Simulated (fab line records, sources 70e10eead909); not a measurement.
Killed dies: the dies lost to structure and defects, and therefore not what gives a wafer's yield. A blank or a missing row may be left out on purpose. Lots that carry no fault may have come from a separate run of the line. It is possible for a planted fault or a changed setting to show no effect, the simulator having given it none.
Comparing a struck lot with a sound one | flow nand harc | 29 steps out of a route of 1159
Sound: these wafers, L620.4, L620.5, L620.6. Struck: wafers L639.1, L639.4. (L639.2 of the same lot was not struck and is left out.) The cause comes at the end.
Order at every step that has rows: each side's tool, ch and its chambers, its first start. Under that, the readings that differ: sound wafers | struck wafers | difference of the means | sigmas: that difference in standard deviations of wafers without a fault.
alike: readings whose means differ by less than 2 such deviations, and words and numbers that are the same on both sides. not compared: withheld readings, readings that some wafer has no value for, bounds like >300 that may hide the same value, and numbers for which the record gives no deviation and whose values overlap.
Wherever a step has rows on one side only, a row that says differs or no value, or a row with sigmas, the two part there. Numbers that don't overlap but have no deviation are shown without sigmas and don't part them. Lack of a reading on every wafer of one side parts them only where that side has two or more wafers.

NHARC_A_CHANNEL_HOLE_D1_OVL_MEAS_11:
  sound on overlay-02, day 8 14:37; struck on overlay-02, day 13 19:52
  reading           | sound       | struck    | difference | sigmas
  overlay y nm (nm) | 1.6 1.4 0.9 | -0.7 -0.5 | -1.9       | -2
  alike: overlay x nm
NHARC_A_CHANNEL_HOLE_D1_INSPECT_12:
  sound on defect inspect-01, day 8 14:38; struck on defect inspect-01, day 13 19:54
  alike: raw defect count
then, 1 step without rows for these wafers: NHARC_A_CHANNEL_HOLE_D1_DESCUM_15 (chemistry O2, time 3 s).
NHARC_A_CHANNEL_HOLE_D1_ETCH_38: etches the open film in CF4, target depth 39 nm, time 65 s.
  sound on rie diel-05 ch 0,1, day 8 14:47; struck on rie diel-09 ch 3, day 13 20:04
  reading               | sound             | struck      | difference | sigmas
  oes product au (a.u.) | 0.988 1.013 0.994 | 0.976 0.976 | -0.022     | -2
  alike: chamber pressure mTorr, drypump motor current A, rf vpp V, showerhead plenum p Torr, throttle valve pct
  not compared: rf hours counter h
then, 2 steps without rows for these wafers: NHARC_A_CHANNEL_HOLE_D1_ETCH_39 (etches the open film in N2/H2, target depth 260 nm, time 325 s); NHARC_A_CHANNEL_HOLE_D1_ETCH_34 (etches the open film in CF4/CHF3, target depth 154 nm, time 77 s).
NHARC_A_CHANNEL_HOLE_D1_ETCH_16: etches the open film in O2/COS, target depth 3100 nm, time 806 s.
  sound on rie diel-05 ch 0,1; struck on rie diel-09 ch 1
  reading                     | sound       | struck  | difference | sigmas
  drypump motor current A (A) | 6.4 6.1 6.4 | 5.2 5.2 | -1.1       | -3
  alike: chamber pressure mTorr, oes product au, rf vpp V, showerhead plenum p Torr, throttle valve pct
  not compared: rf hours counter h
NHARC_A_CHANNEL_HOLE_D1_CD_MEAS_18:
  sound on cd sem-03, day 8 15:49; struck on cd sem-01, day 13 21:16
  reading    | sound           | struck      | difference | sigmas
  cd nm (nm) | 96.9 101.5 98.6 | 104.7 102.5 | +4.6       | +2
then, 2 steps without rows for these wafers: NHARC_A_CHANNEL_HOLE_D1_ETCH_19 (etches the open film in C4F8/O2/Ar, time 34.5 s); NHARC_A_CHANNEL_HOLE_D1_ETCH_20 (etches the open film in C4F8/O2/Ar, time 361.9 s, target depth 1600 nm).
NHARC_A_CHANNEL_HOLE_D1_ETCH_21: etches the open film in C4F8/O2/Ar, time 514.3 s, target depth 1600 nm.
  sound on har etch-02 ch 0,1, day 8 16:28; struck on har etch-02 ch 0, day 14 01:45
  alike: chamber pressure mTorr, drypump motor current A, showerhead plenum p Torr, throttle valve pct
  not compared: rf hours counter h
then, 1 step without rows for these wafers: NHARC_A_CHANNEL_HOLE_D1_ETCH_22 (etches the open film in C4F8/O2/Ar, time 666.7 s, target depth 1600 nm).
NHARC_A_CHANNEL_HOLE_D1_ETCH_23: etches the open film in C4F8/O2/Ar, time 819 s, target depth 1600 nm.
  sound on har etch-02 ch 0,1, day 8 17:32; struck on har etch-02 ch 0, day 14 02:46
  alike: chamber pressure mTorr, drypump motor current A, showerhead plenum p Torr, throttle valve pct
  not compared: rf hours counter h
NHARC_A_CHANNEL_HOLE_D1_ETCH_24: etches the open film in C4F8/O2/Ar, time 906.2 s, target depth 1500 nm.
  sound on har etch-02 ch 0,1, day 8 18:16; struck on har etch-02 ch 0, day 14 03:28
  alike: chamber pressure mTorr, drypump motor current A, showerhead plenum p Torr, throttle valve pct
  not compared: rf hours counter h
then, 1 step without rows for these wafers: NHARC_A_CHANNEL_HOLE_D1_ETCH_25 (etches the open film in C4F8/O2/Ar, time 1040.2 s, target depth 1500 nm).
NHARC_A_CHANNEL_HOLE_D1_ETCH_26: etches the open film in C4F8/O2/Ar, time 224.1 s, target depth 300 nm.
  sound on har etch-02 ch 0,1, day 8 19:43; struck on har etch-02 ch 0, day 14 05:07
  alike: bias v, chamber pressure mTorr, drypump motor current A, showerhead plenum p Torr, throttle valve pct
  not compared: rf hours counter h
then, 8 steps without rows for these wafers: NHARC_A_CHANNEL_HOLE_D1_ETCH_33 (etches the open film in C4F8/O2/Ar, time 90 s, target depth 400 nm); NHARC_A_CHANNEL_HOLE_D1_STRIP_41 (strips in N2/H2); NHARC_A_CHANNEL_HOLE_D1_STRIP_42 (strips in CF4/CHF3); NHARC_A_CHANNEL_HOLE_D1_STRIP_43 (strips in O2/COS); NHARC_A_CHANNEL_HOLE_D1_ETCH_44 (etches the open film in CF4/O2, target depth 140 nm, overetch 14 nm, time 77 s); NHARC_A_CHANNEL_HOLE_D1_STRIP_27 (strips in O2); NHARC_A_CHANNEL_HOLE_D1_PRECLEAN_28 (cleans in SC1); NHARC_A_CHANNEL_HOLE_D1_SRD_29.
NHARC_A_CHANNEL_HOLE_D1_CD_MEAS_30:
  sound on cd sem-02, day 8 21:25; struck on cd sem-02, day 14 06:52
  alike: cd nm
after that, 1 step had no rows for these wafers: NHARC_A_CHANNEL_HOLE_D1_XSEM_31.
NHARC_A_CHANNEL_HOLE_D1_INSPECT_40:
  sound on defect inspect-01, day 8 21:35; struck on defect inspect-01, day 14 07:03
  reading          | sound    | struck  | difference | sigmas
  raw defect count | 60 63 61 | 949 894 | +860       | +45
then, 1 step without rows for these wafers: NHARC_A_CHANNEL_FILL_D1_PRECLEAN_00 (cleans in SC1).
-- the record jumps here: 11 days lie between the struck wafers' starts before and after (it left off in module A_CHANNEL_FILL_D1 and takes up again in module END, whose first step shown is number 1159 of the route) --
NHARC_END_SORT_01:
  here the record holds rows for the struck wafers (prober-01 ch 0, day 24 22:21) but none for the sound ones

WHERE THEY PART
Last at NHARC_END_SORT_01 as far as this record goes, first at NHARC_A_CHANNEL_HOLE_D1_OVL_MEAS_11.

WHY: what the simulator had put in
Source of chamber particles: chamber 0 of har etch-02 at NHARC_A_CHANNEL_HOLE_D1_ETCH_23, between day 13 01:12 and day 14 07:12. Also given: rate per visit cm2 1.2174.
